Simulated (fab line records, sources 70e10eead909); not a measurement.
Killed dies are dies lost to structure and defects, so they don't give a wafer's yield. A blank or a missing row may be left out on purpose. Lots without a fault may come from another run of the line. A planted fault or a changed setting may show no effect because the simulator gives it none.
A struck lot beside a sound one | flow nand_harc | 23 steps out of a route of 1302
Sound: wafers L729.1, L729.3, L729.5. Struck: wafers L718.2, L718.3, L718.4. The cause comes at the end.
At each step with rows: each side's tool, then ch and its chambers, then its first start. Under that, the readings that differ: sound wafers | struck wafers | difference of the means | sigmas: that difference in standard deviations of wafers without a fault.
alike: readings whose means differ by less than 2 such deviations, and words and numbers that are the same on both sides. not compared: withheld readings, readings that some wafer has no value for, bounds like >300 that may hide the same value, and numbers for which the record gives no deviation and whose values overlap.
The two part at a step that has a row with sigmas, a row that says differs or no value, or rows on one side only. Numbers that don't overlap but have no deviation are shown without sigmas and don't part them. A reading that every wafer of one side lacks parts them only if that side has two wafers or more.

first, 3 steps without rows for these wafers: NHARC_A_SLIT_EXPOSE_06 (exposes mask SLIT); NHARC_A_SLIT_PEB_07 (peb time 65 s); NHARC_A_SLIT_DEVELOP_08 (develop time 35 s).
NHARC_A_SLIT_CD_MEAS_09: target cd 300 nm.
  sound on cd_sem-01 ch 0, day 27 16:19; struck on cd_sem-02 ch 0, day 23 12:14
  alike: cd_nm
NHARC_A_SLIT_OVL_MEAS_10:
  sound on overlay-02, day 27 16:25; struck on overlay-02, day 23 12:19
  reading           | sound       | struck        | difference | sigmas
  overlay_x_nm (nm) | 1.7 1.7 1.2 | 0.0 -0.7 -1.2 | -2.2       | -3
  alike: overlay_y_nm
NHARC_A_SLIT_INSPECT_11:
  sound on defect_inspect-01, day 27 16:27; struck on defect_inspect-01, day 23 12:21
  alike: raw_defect_count
NHARC_A_SLIT_DESCUM_14: chemistry O2, time 3 s.
  sound on rie_diel-04 ch 0,1,3, day 27 16:32; struck on rie_diel-10 ch 0,1,3, day 23 12:25
  alike: drypump_motor_current_A, oes_product_au, rf_vpp_V, showerhead_plenum_p_Torr, throttle_valve_pct
  not compared: rf_hours_counter_h
NHARC_A_SLIT_ETCH_24: etches the open film in CF4/CHF3, target depth 121 nm, time 60.5 s.
  sound on rie_diel-04 ch 0,2,3, day 27 16:37; struck on rie_diel-10 ch 0,2,3, day 23 13:08
  alike: drypump_motor_current_A, oes_product_au, rf_vpp_V, showerhead_plenum_p_Torr, throttle_valve_pct
  not compared: rf_hours_counter_h
NHARC_A_SLIT_ETCH_15: etches the open film in O2/COS, target depth 6200 nm, time 1612 s.
  sound on rie_diel-04 ch 0,1,3; struck on rie_diel-10 ch 1,2,3
  alike: drypump_motor_current_A, oes_product_au, rf_vpp_V, showerhead_plenum_p_Torr, throttle_valve_pct
  not compared: rf_hours_counter_h
then, 3 steps without rows for these wafers: NHARC_A_SLIT_ETCH_17 (etches the open film in C4F8/O2/Ar, time 4254.5 s, target depth 20300 nm); NHARC_A_SLIT_ETCH_26 (etches the open film in C4F8/O2/Ar, time 90 s, target depth 400 nm); NHARC_A_SLIT_STRIP_28 (strips in O2/COS).
NHARC_A_SLIT_ETCH_29: etches the open film in CF4/O2, target depth 100 nm, overetch 10 nm, time 55 s.
  sound on rie_diel-05 ch 1,2, day 27 22:16; struck on rie_diel-04 ch 0,1,3, day 23 21:35
  alike: drypump_motor_current_A, oes_product_au, rf_vpp_V, showerhead_plenum_p_Torr, throttle_valve_pct
  not compared: rf_hours_counter_h
NHARC_A_SLIT_STRIP_18: strips in O2.
  sound on rie_diel-05 ch 0,2,3; struck on rie_diel-04 ch 0,1,3
  alike: drypump_motor_current_A, oes_product_au, rf_vpp_V, showerhead_plenum_p_Torr, throttle_valve_pct
  not compared: rf_hours_counter_h
then, 2 steps without rows for these wafers: NHARC_A_SLIT_PRECLEAN_19 (cleans in SC1); NHARC_A_SLIT_SRD_20.
NHARC_A_SLIT_CD_MEAS_21:
  sound on cd_sem-01, day 27 22:49; struck on cd_sem-02, day 23 22:07
  alike: cd_nm
then, 3 steps without rows for these wafers: NHARC_A_SIN_REMOVE_WET_00 (chemistry H3PO4, time 15300 s); NHARC_A_SIN_REMOVE_PRECLEAN_01 (cleans in SC1); NHARC_A_SIN_REMOVE_SRD_02.
NHARC_A_SIN_REMOVE_INSPECT_04:
  sound on defect_inspect-02, day 28 04:35; struck on defect_inspect-01, day 24 04:47
  reading          | sound       | struck      | difference | sigmas
  raw_defect_count | 432 326 370 | 813 776 727 | +396       | +4
NHARC_A_WL_FILL_ALD_00: deposits Al2O3, target thk 3 nm, pulse time 3 s, ald cycles 30.
  sound on ald_hk-03 ch 1,2,3, day 28 04:40; struck on ald_hk-04 ch 1,2,3, day 24 04:51
  alike: heater_power_outer_w, heater_power_w, precursor_pulse_height_rel, susceptor_temp_C
-- the record jumps here: 4 days lie between the struck wafers' starts before and after (it left off in module A_WL_FILL and takes up again in module END, whose first step shown is number 1302 of the route) --
NHARC_END_SORT_01:
  the record has rows for the struck wafers here (prober-01 ch 0, day 28 10:11) and none for the sound ones

WHERE THEY PART
First at NHARC_A_SLIT_OVL_MEAS_10; last, within this record, at NHARC_END_SORT_01.

WHY: what the simulator had put in
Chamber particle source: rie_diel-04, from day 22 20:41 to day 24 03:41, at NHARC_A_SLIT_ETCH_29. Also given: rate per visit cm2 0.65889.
